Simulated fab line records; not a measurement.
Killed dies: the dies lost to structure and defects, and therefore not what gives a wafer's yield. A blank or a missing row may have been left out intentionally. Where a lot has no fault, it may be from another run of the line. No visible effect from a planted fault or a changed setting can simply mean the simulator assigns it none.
Chamber matching || flow nandHarc || NHARC_P_M1_ETCH_35 on rieDiel-11 has 4 sister chambers
The step etches the open film in N2/H2, target depth 40 nm, overetch 12 nm, time 43.94 s. 4 wafers are shown with their chamber, then 7 later ones without.

== WAFERS WITH THEIR CHAMBER ==
{"wafer": "L474.1", "chamber": 1, "showerheadPlenumPTorr (Torr)": 2.12}
{"wafer": "L474.2", "chamber": 0, "showerheadPlenumPTorr (Torr)": 1.89}
{"wafer": "L477.1", "chamber": 3, "showerheadPlenumPTorr (Torr)": 2.09}
{"wafer": "L477.4", "chamber": 2, "showerheadPlenumPTorr (Torr)": 2.17}

== WAFERS WHOSE CHAMBER IS MISSING ==
{"wafer": "L477.5", "showerheadPlenumPTorr (Torr)": 2.17}
{"wafer": "L485.4", "showerheadPlenumPTorr (Torr)": 2.08}
{"wafer": "L485.5", "showerheadPlenumPTorr (Torr)": 1.89}
{"wafer": "L485.6", "showerheadPlenumPTorr (Torr)": 2.12}
{"wafer": "L487.2", "showerheadPlenumPTorr (Torr)": 2.17}
{"wafer": "L487.4", "showerheadPlenumPTorr (Torr)": 2.17}
{"wafer": "L487.5", "showerheadPlenumPTorr (Torr)": 2.12}

== WHICH CHAMBER EACH WENT THROUGH ==
{"wafer": "L477.5", "from the rows above": 2, "in truth": 2}
{"wafer": "L485.4", "from the rows above": 3, "in truth": 3}
{"wafer": "L485.5", "from the rows above": 0, "in truth": 0}
{"wafer": "L485.6", "from the rows above": 1, "in truth": 1}
{"wafer": "L487.2", "from the rows above": 2, "in truth": 2}
{"wafer": "L487.4", "from the rows above": 2, "in truth": 2}
{"wafer": "L487.5", "from the rows above": 1, "in truth": 1}
Correct placement for 7 of the 7. Number that these rows cannot place: 0. Wrongly placed: 0.
How it was worked out, from the rows above alone: a wafer's distance from a chamber is the root of the sum, over the readings, of the square of ((its reading less the chamber's mean) divided by the reading's scatter). If the next closest chamber is less than 2 further off than the closest, the wafer can't be placed; otherwise it belongs to the closest. A chamber's mean is the mean of its shown wafers. The scatter: with one shown wafer a chamber, the root of the mean of the squares of how far each hidden wafer lies from its nearest shown one.
